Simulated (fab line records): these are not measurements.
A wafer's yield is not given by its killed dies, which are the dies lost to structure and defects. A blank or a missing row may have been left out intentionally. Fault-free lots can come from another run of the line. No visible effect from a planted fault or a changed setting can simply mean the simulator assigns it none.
Which tool was responsible?	flow nandHarc	7 lots, 19 wafers sampled, at 3 steps of a route of 1159

WHAT THE GAUGES SHOWED, per wafer
NHARC_A_ONON_D1_THK_MEAS_30: measures by ellipsometry.
lot	measured	on	thkNm (nm)
L201	day 8 11:26	filmMetro-02	1010 1009 1009
L205	day 9 10:16	filmMetro-02	991 992 992
L204	day 9 10:03	filmMetro-02	993 995 994
L206	day 9 22:49	filmMetro-01	990 991 990
L217	day 12 12:54	filmMetro-01	1411
L221	day 13 05:24	filmMetro-01	991 990 992
L223	day 13 18:53	filmMetro-02	985 985 985

WHICH TOOL RAN EACH LOT (tool, then ch and the chambers of the sampled wafers, then the start)
lot	NHARC_A_ZERO_WELL_ETCH_13	NHARC_A_ONON_D1_DEP_28
L201	rieSi-03 ch 1,3, day 7 01:27	pecvdOnon-04 ch 0, day 8 10:56
L205	rieSi-03 ch 0,1, day 7 21:40	pecvdOnon-02 ch 0, day 9 09:44
L204	rieSi-06 ch 0,1,2, day 8 00:08	pecvdOnon-04 ch 0, day 9 09:35
L206	rieSi-03 ch 0,2, day 8 13:09	pecvdOnon-02 ch 0, day 9 22:17
L217	rieSi-06 ch 1, day 11 03:37	pecvdOnon-02 ch 0, day 12 12:34
L221	rieSi-06 ch 0,2, day 11 17:14	pecvdOnon-01 ch 0, day 13 04:54
L223	rieSi-05 ch 0,2,3, day 12 08:39	pecvdOnon-04 ch 0, day 13 18:26
- NHARC_A_ZERO_WELL_ETCH_13: etches the open film in HBr/Cl2, target depth 120 nm, time 40.1 s.
- NHARC_A_ONON_D1_DEP_28: target thk 1000 nm.

THE ANSWER, worked out from the rows above alone
Rule: the lots themselves supply what counts as usual. Put in order of their means at a reading, lots are off if they are a third of the lots or fewer, leave a main group of 4 or more, and stand apart from it by a gap of 3 or more times the standard deviation of the main group's means; of several such gaps the widest counts. A main group whose means are all the same, to the digits that the tables above print for the reading, isn't used. Also off: a lot with no number at a reading for which 4 or more lots have one. All remaining lots with rows at the step are treated as sound.
Off: L217, at NHARC_A_ONON_D1_THK_MEAS_30 (thkNm). The main group has a mean of 994 nm with a standard deviation of 7.6.
If a tool, at a process step before that reading, ran all the lots that are off and no sound lot after the first of them, it fits. Those tools and the gauges at NHARC_A_ONON_D1_THK_MEAS_30 are tried in the same way. One fits: pecvdOnon-02 at NHARC_A_ONON_D1_DEP_28. Its last sound lot is L206 (day 9 22:17), its first lot that is off L217 (day 12 12:34): a fault that began between those two fits.

WHAT HAD BEEN PUT IN BY THE SIMULATOR
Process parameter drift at NHARC_A_ONON_D1_DEP_28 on pecvdOnon-02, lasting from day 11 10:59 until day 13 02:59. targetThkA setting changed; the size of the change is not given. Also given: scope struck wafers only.
Struck lots among those shown: L217. The rule above reached the same finding.
